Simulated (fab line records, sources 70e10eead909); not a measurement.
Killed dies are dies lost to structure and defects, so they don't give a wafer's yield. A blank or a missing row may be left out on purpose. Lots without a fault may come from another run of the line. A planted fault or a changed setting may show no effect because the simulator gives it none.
A struck lot beside a sound one | flow nand_harc | 22 steps out of a route of 1302
Sound: wafers L994.1, L994.4, L994.5. Struck: wafers L107.1, L107.4, L107.5. The cause comes at the end.
At each step with rows: each side's tool, then ch and its chambers, then its first start. Under that, the readings that differ: sound wafers | struck wafers | difference of the means | sigmas: that difference in standard deviations of wafers without a fault.
alike: readings whose means differ by less than 2 such deviations, and words and numbers that are the same on both sides. not compared: withheld readings, readings that some wafer has no value for, bounds like >300 that may hide the same value, and numbers for which the record gives no deviation and whose values overlap.
The two part at a step that has a row with sigmas, a row that says differs or no value, or rows on one side only. Numbers that don't overlap but have no deviation are shown without sigmas and don't part them. A reading that every wafer of one side lacks parts them only if that side has two wafers or more.

NHARC_P_CONTACT_CMP_24: polishes, t overpolish 30 s, target thk 200 nm.
  sound on cmp-02 ch 0,1,3, day 8 20:54; struck on cmp-04 ch 1,2,3, day 14 06:17
  alike: motor_current_A, overpolish_run_s, slurry_filter_dp_kPa, time_to_endpoint_s
then, 1 step without rows for these wafers: NHARC_P_CONTACT_SRD_26.
NHARC_P_CONTACT_INSPECT_27:
  sound on defect_inspect-02, day 8 21:16; struck on defect_inspect-02, day 14 06:40
  alike: raw_defect_count
then, 8 steps without rows for these wafers: NHARC_P_M0_DEP_00 (deposits SiOC, target thk 150 nm); NHARC_P_M0_DEHYDRATE_01 (time 120 s); NHARC_P_M0_HMDS_02 (time 30 s); NHARC_P_M0_COAT_33 (time 65 s); NHARC_P_M0_COAT_03 (resist thk 90 nm); NHARC_P_M0_SOFTBAKE_04 (time 55 s); NHARC_P_M0_EBR_05; NHARC_P_M0_EXPOSE_06 (exposes mask P M0, target cd 90 nm).
NHARC_P_M0_PEB_07: peb time 65 s.
  sound on litho_track-04 ch 0, day 8 22:05; struck on litho_track-04 ch 0, day 14 07:29
  reading                  | sound             | struck            | difference | sigmas
  heater_power_total_W (W) | 156.0 157.2 157.0 | 167.8 167.6 167.0 | +10.7      | +25
then, 1 step without rows for these wafers: NHARC_P_M0_DEVELOP_08 (develop time 35 s).
NHARC_P_M0_CD_MEAS_09: target cd 90 nm.
  sound on cd_sem-02 ch 0, day 8 22:10; struck on cd_sem-02 ch 0, day 14 07:34
  reading    | sound          | struck         | difference | sigmas
  cd_nm (nm) | 90.5 90.4 89.8 | 84.5 84.5 85.0 | -5.6       | -7
NHARC_P_M0_OVL_MEAS_10: pitch 180 nm.
  sound on overlay-01, day 8 22:16; struck on overlay-01, day 14 07:40
  reading           | sound       | struck         | difference | sigmas
  overlay_y_nm (nm) | 1.6 0.4 1.1 | -0.5 -0.6 -0.5 | -1.6       | -2
  alike: overlay_x_nm
NHARC_P_M0_INSPECT_11:
  sound on defect_inspect-02, day 8 22:17; struck on defect_inspect-02, day 14 07:42
  alike: raw_defect_count
NHARC_P_M0_DESCUM_14: chemistry O2, time 3 s.
  sound on rie_diel-08 ch 0,3, day 8 22:21; struck on rie_diel-13 ch 1,2, day 14 07:46
  reading               | sound             | struck            | difference | sigmas
  model.P_M0.cd_nm (nm) | 90.89 90.51 89.79 | 84.27 83.88 84.48 | -6.19      |
  alike: chamber_pressure_mTorr, drypump_motor_current_A, o2_flow_sccm, oes_product_au, rf_vpp_V, showerhead_plenum_p_Torr, throttle_valve_pct
  not compared: rf_hours_counter_h
NHARC_P_M0_ETCH_34: etches the open film in N2/H2, target depth 40 nm, overetch 12 nm, time 43.94 s.
  sound on rie_diel-08 ch 0,1,3, day 8 22:27; struck on rie_diel-13 ch 1,2,3, day 14 07:52
  alike: chamber_pressure_mTorr, drypump_motor_current_A, oes_product_au, rf_fwd_power_W, rf_vpp_V, showerhead_plenum_p_Torr, throttle_valve_pct
  not compared: rf_hours_counter_h
NHARC_P_M0_ETCH_15: etches the open film in C4F8/Ar, target depth 150 nm, overetch 15 nm, time 82.5 s.
  sound on rie_diel-08 ch 0,1,2; struck on rie_diel-13 ch 0,1,3
  reading               | sound             | struck            | difference | sigmas
  model.P_M0.cd_nm (nm) | 90.72 90.41 89.84 | 83.76 84.23 84.68 | -6.10      |
  alike: chamber_pressure_mTorr, oes_product_au, rf_fwd_power_W, rf_vpp_V
  not compared: rf_hours_counter_h
NHARC_P_M0_CD_MEAS_16:
  sound on cd_sem-02, day 8 22:39; struck on cd_sem-02, day 14 08:04
  reading    | sound          | struck         | difference | sigmas
  cd_nm (nm) | 90.4 90.4 89.7 | 83.6 84.4 85.0 | -5.8       | -7
NHARC_P_M0_STRIP_18: strips in N2/H2.
  sound on rie_diel-13 ch 0,1,3, day 8 22:47; struck on rie_diel-08 ch 0,2, day 14 08:08
  alike: chamber_pressure_mTorr, drypump_motor_current_A, oes_product_au, power_w, rf_fwd_power_W, rf_vpp_V, showerhead_plenum_p_Torr, throttle_valve_pct
  not compared: rf_hours_counter_h
then, 1 step without rows for these wafers: NHARC_END_SORT_01.

WHERE THEY PART
First at NHARC_P_M0_PEB_07; last, within this record, at NHARC_P_M0_CD_MEAS_16. Later steps at which nothing parts them and some readings are alike: NHARC_P_M0_STRIP_18.

WHY: what the simulator had put in
Process parameter drift: litho_track-04, from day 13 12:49 on, at NHARC_P_M0_PEB_07. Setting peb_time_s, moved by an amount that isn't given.
